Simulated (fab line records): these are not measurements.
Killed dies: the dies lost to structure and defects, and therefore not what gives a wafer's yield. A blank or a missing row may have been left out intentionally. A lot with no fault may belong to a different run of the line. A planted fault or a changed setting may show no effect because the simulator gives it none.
Which tool did it? -- flow n5_finfet -- 11 lots (33 wafers sampled), 1 step of a 1938-step route

== WHAT EACH GAUGE READ, for each wafer ==
N5_BEOL_M8_INSPECT_58: inspects for defects (darkfield). Usual: raw_defect_count reads 64 (standard deviation 17).
lot,measured,on,raw_defect_count,flag
L134,day 9 07:32,defect_inspect-02,46 42 37,
L136,day 9 15:49,defect_inspect-02,43 40 63,
L135,day 9 16:01,defect_inspect-01,50 39 75,
L142,day 11 15:10,defect_inspect-02,86 75 69,
L144,day 11 16:47,defect_inspect-02,59 59 71,
L145,day 12 14:42,defect_inspect-02,73 75 55,
L147,day 12 20:22,defect_inspect-02,62 70 60,
L149,day 13 01:28,defect_inspect-01,76 117 97,
L146,day 13 01:36,defect_inspect-01,80 91 54,
L150,day 14 02:38,defect_inspect-02,46 62 49,
L157,day 15 10:59,defect_inspect-01,68 91 58,

== EACH LOT AND THE TOOL THAT RAN IT (in order: tool; ch and the chambers of the sampled wafers; start) ==
No process step before these readings appears in the record.

== WHAT THE TOOLS THEMSELVES READ (means of the sampled wafers that have a number; where no wafer has one, the mark that the record gives instead) ==
The record holds no such reading with a usual standard deviation.

== THE ANSWER, worked out from the rows above alone ==
Rule: a lot counts as off when the mean over its wafers that have a number is more than 3 standard deviations away from the usual mean. Also off: a lot with no number at a reading for which 4 or more lots have one. Any other lot the step has rows for is counted as sound. First the gauges in route order, then the tools' own readings, where a lot's mean is used as printed above. The first step at which some lot is off is used, and at that step the reading that is off furthest; a lot without a number counts as furthest.
No lot is off on any of the readings shown, so nothing can be concluded from this.

== WHAT WAS PUT IN BY THE SIMULATOR ==
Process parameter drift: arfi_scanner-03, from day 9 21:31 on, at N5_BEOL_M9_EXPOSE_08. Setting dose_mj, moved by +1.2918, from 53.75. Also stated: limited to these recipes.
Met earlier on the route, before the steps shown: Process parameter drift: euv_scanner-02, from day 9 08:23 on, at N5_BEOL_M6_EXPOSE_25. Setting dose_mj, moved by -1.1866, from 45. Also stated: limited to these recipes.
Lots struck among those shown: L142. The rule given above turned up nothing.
